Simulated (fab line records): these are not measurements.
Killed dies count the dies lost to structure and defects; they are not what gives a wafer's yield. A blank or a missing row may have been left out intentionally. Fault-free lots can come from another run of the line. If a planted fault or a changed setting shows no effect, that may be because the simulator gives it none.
Which tool is to blame? | flow n5Finfet | 33 wafers from 11 lots sampled at 3 of the route's 1938 steps

## WHAT THE GAUGES READ, wafer by wafer
N5_BEOL_M6_INSPECT_58: inspects for defects (darkfield).
lot  | measured     | on               | rawDefectCount
L318 | day 9 06:02  | defectInspect-02 | 92 84 108
L321 | day 9 19:11  | defectInspect-02 | 103 63 74
L325 | day 10 13:32 | defectInspect-01 | 38 67 58
L326 | day 10 20:46 | defectInspect-01 | 58 59 92
L327 | day 11 04:36 | defectInspect-01 | 47 80 57
L329 | day 11 15:55 | defectInspect-01 | 90 80 77
L330 | day 12 01:07 | defectInspect-01 | 54 79 42
L334 | day 12 17:10 | defectInspect-02 | 32 29 28
L333 | day 12 18:46 | defectInspect-01 | 66 71 68
L337 | day 13 19:46 | defectInspect-01 | 62 33 82
L340 | day 14 08:13 | defectInspect-01 | 86 83 63

## TOOL THAT RAN EACH LOT (tool first, then ch and the chambers of the sampled wafers, then the start)
lot  | N5_BEOL_M6_VIA_ETCH_34            | N5_BEOL_M6_SPUTTER_48
L318 | rieDiel-01 ch 0,2,3, day 9 03:15  | pvdSputter-01, day 9 05:00
L321 | rieDiel-01 ch 1,2,3, day 9 15:33  | pvdSputter-03, day 9 18:10
L325 | rieDiel-03 ch 0,3, day 10 10:21   | pvdSputter-03, day 10 12:10
L326 | rieDiel-03 ch 1,2, day 10 18:02   | pvdSputter-03, day 10 19:48
L327 | rieDiel-03 ch 0,2,3, day 11 01:31 | pvdSputter-02, day 11 03:38
L329 | rieDiel-01 ch 1,2,3, day 11 11:31 | pvdSputter-03, day 11 14:55
L330 | rieDiel-03 ch 0,2,3, day 11 21:56 | pvdSputter-03, day 11 23:34
L334 | rieDiel-03 ch 0,2,3, day 12 13:36 | pvdSputter-03, day 12 15:42
L333 | rieDiel-01 ch 0,2,3, day 12 16:02 | pvdSputter-01, day 12 17:38
L337 | rieDiel-04 ch 0,3, day 13 15:33   | pvdSputter-03, day 13 17:28
L340 | rieDiel-01 ch 2,3, day 14 04:56   | pvdSputter-03, day 14 07:14
- N5_BEOL_M6_VIA_ETCH_34: etches SiCOH lowk in C4F6/O2, target depth 126.3 nm, time 50.9 s.
- N5_BEOL_M6_SPUTTER_48: material Cu, target thk 10 nm, time 1.667 s.

## THE ANSWER, worked out from the rows above alone
Rule: the usual values come from the lots themselves. Put in order of their means at a reading, lots are off if they are a third of the lots or fewer, leave a main group of 4 or more, and stand apart from it by a gap of 3 or more times the standard deviation of the main group's means; of several such gaps the widest counts. Not used: any main group whose means are identical at the precision the tables above print for the reading. A lot without any number at a reading at which 4 lots or more have one is off too. Where the step has rows for the other lots, those lots are counted as sound.
No lot is off on any of the readings shown, so nothing can be concluded from this.

## WHAT THE SIMULATOR HAD PUT IN
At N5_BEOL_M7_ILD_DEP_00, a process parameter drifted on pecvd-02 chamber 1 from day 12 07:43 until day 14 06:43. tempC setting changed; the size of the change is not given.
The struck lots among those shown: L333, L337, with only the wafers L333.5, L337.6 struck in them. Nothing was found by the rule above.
